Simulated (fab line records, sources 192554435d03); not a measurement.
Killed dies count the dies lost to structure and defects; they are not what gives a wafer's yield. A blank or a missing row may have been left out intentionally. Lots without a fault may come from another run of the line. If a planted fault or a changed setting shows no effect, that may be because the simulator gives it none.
Struck lot and sound lot, side by side	flow n5Finfet	15 out of 1938 route steps
Sound: wafers L588.1, L588.2, L588.6. Struck: wafer L597.3; the same lot's L597.5 was not struck, so it is left out; see the end for the cause.
Each step with rows lists, per side, the tool, then ch with its chambers, then its first start. Under that, the readings that differ: sound wafers	struck wafers	difference of the means	sigmas: that difference in standard deviations of wafers without a fault.
alike: words and numbers the same on both sides, and readings whose means are apart by under 2 such deviations; not compared: readings that were withheld, readings missing a value for some wafer, numbers with overlapping values and no deviation given by the record, and bounds like >300 which may hide the same value.
Wherever a step has rows on one side only, a row that says differs or no value, or a row with sigmas, the two part there. Numbers that don't overlap but have no deviation are shown without sigmas and don't part them. A reading that every wafer of one side lacks parts them only if that side has two wafers or more.

N5_GATE_CUT_ETCH_19: etches SiNx in CH3F/O2, target depth 53.7 nm, time 76.7 s.
  sound on rieDiel-02 ch 0,1, day 6 20:23; struck on rieDiel-02 ch 0, day 8 23:41
  alike: drypumpMotorCurrentA, etchRfOnTimeS, oesProductAu, rfVppV, showerheadPlenumPTorr, throttleValvePct
  not compared: rfHoursCounterH
N5_GATE_CUT_CUT_ETCH_53: etches W in SF6/Cl2, target depth 79.2 nm.
  sound on rieMetal-03 ch 1, day 6 20:30; struck on rieMetal-02 ch 0, day 8 23:49
reading	sound	struck	difference	sigmas
drypumpMotorCurrentA (A)	6.1 6.1 6.1	4.8	-1.3	-2
throttleValvePct (%)	29.28 29.27 29.27	28.70	-0.57	-3
  alike: etchRfOnTimeS, oesProductAu
  not compared: rfHoursCounterH
then, 3 steps without rows for these wafers: N5_GATE_CUT_CUT_ETCH_54 (etches TiN in Cl2/BCl3, target depth 96.7 nm); N5_GATE_CUT_CUT_ETCH_55 (etches HfO2 in BCl3, target depth 3.2 nm); N5_GATE_CUT_ETCH_47 (etches SiO2 in Cl2/BCl3, target depth 10 nm).
N5_GATE_CUT_VAPOR_ETCH_48: etches TiN in BCl3/Cl2.
  sound on rieMetal-03 ch 1, day 6 20:52; struck on rieMetal-02 ch 0, day 8 23:59
reading	sound	struck	difference	sigmas
drypumpMotorCurrentA (A)	6.1 6.1 6.1	4.8	-1.3	-2
  alike: oesProductAu
N5_GATE_CUT_VAPOR_ETCH_49: etches TiAlC in BCl3/Cl2.
  sound on rieMetal-03 ch 1, day 6 20:55; struck on rieMetal-02 ch 0, day 9 00:01
reading	sound	struck	difference	sigmas
drypumpMotorCurrentA (A)	6.1 6.1 6.1	4.8	-1.3	-2
  alike: oesProductAu
N5_GATE_CUT_VAPOR_ETCH_51: etches HfO2 in BCl3/Cl2.
  sound on rieMetal-03 ch 1, day 6 20:59; struck on rieMetal-02 ch 0, day 9 00:03
reading	sound	struck	difference	sigmas
drypumpMotorCurrentA (A)	6.1 6.1 6.2	4.8	-1.3	-2
  alike: oesProductAu
then, 4 steps without rows for these wafers: N5_GATE_CUT_STRIP_21 (strips in N2/H2, time 30 s); N5_GATE_CUT_STRIP_29 (strips in post etch residue remover, time 60 s); N5_GATE_CUT_SRD_52 (time 30 s); N5_GATE_CUT_ALD_22 (deposits SiNx, target thk 16 nm, pulse time 1 s, ald cycles 320).
N5_GATE_CUT_CMP_23: polishes, stops on SiO2, t overpolish 23.4 s, target thk 16 nm.
  sound on cmp-03 ch 1,2,3, day 6 23:44; struck on cmp-03 ch 0, day 9 02:30
reading	sound	struck	difference	sigmas
headPressurePsi (psi)	2.497 2.492 2.511	2.081	-0.419	-72
motorCurrentA (A)	8.9 9.0 9.0	6.9	-2.1	-2
timeToEndpointS (s)	19.2 18.5 19.8	23.4	+4.2	+2
  alike: overpolishRunS, slurryFilterDpKPa
  not compared: padLifeWafers
N5_GATE_CUT_THK_MEAS_24:
  sound on filmMetro-01 at day 7 00:02; struck on filmMetro-02 at day 9 02:43
  alike: GC_FILL_THK
-- here the record skips 3 days between the struck wafers' starts before and after, leaving off in module GATE_CUT and picking up in module BEOL_M4 (first step shown: number 1111 of the route) --
N5_BEOL_M4_RC_MEAS_101:
  sound on prober-01 ch 0, day 10 08:56; struck on prober-01 ch 0, day 11 22:33
  alike: DIBL_N, DIBL_P, IOFF_N, IOFF_P, ION_N, ION_P, SS_N, SS_P, VT_N, VT_P

== WHERE THEY PART ==
Earliest at N5_GATE_CUT_CUT_ETCH_53; latest, in this record, at N5_GATE_CUT_CMP_23. Later steps at which nothing parts them and some readings are alike: N5_GATE_CUT_THK_MEAS_24, N5_BEOL_M4_RC_MEAS_101.

WHY: what had been put in by the simulator
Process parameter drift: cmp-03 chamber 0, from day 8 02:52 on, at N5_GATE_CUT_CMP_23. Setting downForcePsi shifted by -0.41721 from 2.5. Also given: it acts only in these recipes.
